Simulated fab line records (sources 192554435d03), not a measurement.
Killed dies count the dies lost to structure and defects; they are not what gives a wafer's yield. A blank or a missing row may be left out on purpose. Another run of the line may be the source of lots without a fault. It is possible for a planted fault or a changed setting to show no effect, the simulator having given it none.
Split-lot trial | flow n5-finfet | 7 lots, 21 wafers read, on a route of 1938 steps

ON THE SPLIT
At N5_BEOL_M13_EXPOSE_25 (exposes mask M13, target cd 210 nm), the setting dose-mj was moved away from the recipe's 22 on 5 of the 21 wafers read, by -6.4% to +5.0%. For the rest of the wafers, this setting stayed at what the recipe calls for.

FROM THE SPLIT TO THE READING: what the file shows between them, 3 steps
- N5_BEOL_M13_PEB_26: peb time 90 s
- N5_BEOL_M13_DEVELOP_27: develop time 45 s
- N5_BEOL_M13_HARDBAKE_32: time 120 s

THE READING
Shown in nm: cd-nm at N5_BEOL_M13_CD_MEAS_28, with target cd 209.5 nm. A value of 210.0 nm with a standard deviation of 1.4 nm is what fault-free wafers of this fab line usually give.

wafer  | tool, chamber at the split | dose-mj as run | against the recipe | cd-nm, nm | against lot-mates on the recipe
L075.1 | krf-scanner-02, 0          | 23.09          | +5.0%              | 215.3     | +5.8
L075.3 | krf-scanner-02, 0          | 22             | recipe             | 210.2     | -
L075.6 | krf-scanner-02, 0          | 22             | recipe             | 208.9     | -
L078.2 | krf-scanner-01, 0          | 22             | recipe             | 211.6     | -
L078.3 | krf-scanner-01, 0          | 22.82          | +3.7%              | 216.2     | +6.2
L078.6 | krf-scanner-01, 0          | 22             | recipe             | 208.4     | -
L081.4 | krf-scanner-02, 0          | 22             | recipe             | 209.7     | -
L081.5 | krf-scanner-02, 0          | 22.75          | +3.4%              | 212.5     | +2.8
L081.6 | krf-scanner-02, 0          | 22.75          | +3.4%              | 212.7     | +3.0
L080.3 | krf-scanner-02, 0          | 22             | recipe             | 207.8     | -
L080.5 | krf-scanner-02, 0          | 22             | recipe             | 209.5     | -
L080.6 | krf-scanner-02, 0          | 22             | recipe             | 207.6     | -
L082.2 | krf-scanner-02, 0          | 22             | recipe             | 209.6     | -
L082.3 | krf-scanner-02, 0          | 20.59          | -6.4%              | 203.9     | -4.8
L082.6 | krf-scanner-02, 0          | 22             | recipe             | 207.8     | -
L084.1 | krf-scanner-01, 0          | 22             | recipe             | 208.9     | -
L084.3 | krf-scanner-01, 0          | 22             | recipe             | 208.6     | -
L084.4 | krf-scanner-01, 0          | 22             | recipe             | 208.9     | -
L091.2 | krf-scanner-02, 0          | 22             | recipe             | 208.1     | -
L091.5 | krf-scanner-02, 0          | 22             | recipe             | 207.9     | -
L091.6 | krf-scanner-02, 0          | 22             | recipe             | 208.4     | -

FIT RESULTS
A straight line over all 21 wafers: cd-nm changes by +1.11 nm for each +1% of dose-mj; r = +0.89; the points scatter about the line by 1.3 nm.
The same after taking each lot's own level away (the mean of its wafers on the recipe; 21 wafers): +0.977 nm for each +1%; r = +0.91; scatter 1 nm.
Per that fit: largest dose-mj move, reading shift of 6.3 nm.
The lots' own levels span 208.13 to 210.00 nm, that is 1.3 times the standard deviation above.
So the lot-to-lot level changes the slope: the two fits differ.
Check: -7.45 nm against its lot-mates is what the line predicts for one of the wafers moved furthest among these (-6.4%) when that wafer is left out of the fit. Against them it came out at -4.8 nm.

OTHER SPLITS APPLIED TO THESE WAFERS
Other splits were also applied to these wafers ahead of the reading. Each is held against what the fit with the lots' levels taken away leaves over:
other split on the same wafers        | wafers away from the commonest value | r with cd-nm (lot level and that fit taken away)
N5_BEOL_M10_DEVELOP_27 develop-time-s | 5                                    | +0.22
N5_BEOL_M11_VIA_ETCH_34 time-s        | 3                                    | +0.26
N5_BEOL_M11_TRENCH_ETCH_37 time-s     | 4                                    | -0.13
N5_BEOL_M12_ETCH_68 time-s            | 9                                    | -0.22
N5_BEOL_M12_TRENCH_ETCH_34 time-s     | 10                                   | +0.21

FILE'S OWN FIT
cd-nm changes by +1.01 nm for each +1% of dose-mj, r = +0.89.
